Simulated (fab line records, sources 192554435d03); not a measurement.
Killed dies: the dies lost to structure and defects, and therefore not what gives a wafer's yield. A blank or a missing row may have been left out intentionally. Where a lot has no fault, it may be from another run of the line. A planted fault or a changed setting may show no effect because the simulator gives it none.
Matching of chambers || flow n5Finfet || N5_BEOL_M9_DEP_56 on pecvd-03: 3 sister chambers
The step deposits SiCN from 3MS/NH3, target thk 15 nm, time 26.5 s. 3 wafers are shown with their chamber, then 8 later ones without.

WAFERS PAIRED WITH THEIR CHAMBERS
{"wafer": "L088.4", "chamber": 0, "showerheadPlenumPTorr (Torr)": 3.692}
{"wafer": "L090.6", "chamber": 1, "showerheadPlenumPTorr (Torr)": 3.667}
{"wafer": "L091.1", "chamber": 2, "showerheadPlenumPTorr (Torr)": 3.677}

WAFERS WITHOUT THEIR CHAMBER
{"wafer": "L091.3", "showerheadPlenumPTorr (Torr)": 3.689}
{"wafer": "L091.6", "showerheadPlenumPTorr (Torr)": 3.667}
{"wafer": "L095.1", "showerheadPlenumPTorr (Torr)": 3.665}
{"wafer": "L095.3", "showerheadPlenumPTorr (Torr)": 3.662}
{"wafer": "L095.6", "showerheadPlenumPTorr (Torr)": 3.670}
{"wafer": "L096.2", "showerheadPlenumPTorr (Torr)": 3.684}
{"wafer": "L096.3", "showerheadPlenumPTorr (Torr)": 3.679}
{"wafer": "L096.5", "showerheadPlenumPTorr (Torr)": 3.688}

THE CHAMBER EACH PASSED THROUGH
{"wafer": "L091.3", "from the rows above": 0, "in truth": 0}
{"wafer": "L091.6", "from the rows above": 1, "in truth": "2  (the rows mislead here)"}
{"wafer": "L095.1", "from the rows above": 1, "in truth": 1}
{"wafer": "L095.3", "from the rows above": 1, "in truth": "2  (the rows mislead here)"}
{"wafer": "L095.6", "from the rows above": "can't be placed: 1 or 2", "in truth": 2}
{"wafer": "L096.2", "from the rows above": "can't be placed: 2 or 0", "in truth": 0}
{"wafer": "L096.3", "from the rows above": 2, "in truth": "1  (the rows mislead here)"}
{"wafer": "L096.5", "from the rows above": "can't be placed: 0 or 2", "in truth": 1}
Correct placement for 2 of the 8. Not placeable from these rows: 3 (in 2, the candidates include the true chamber). Number placed wrongly: 3.
How it was worked out, from the rows above alone: a wafer's distance from a chamber is the root of the sum, over the readings, of the square of ((its reading less the chamber's mean) divided by the reading's scatter). If the next closest chamber is less than 2 further off than the closest, the wafer can't be placed; otherwise it belongs to the closest. For every chamber, the mean is computed from those of its wafers that are shown. The scatter: root of mean squared gap, hidden wafer to nearest shown wafer, with one shown wafer a chamber.
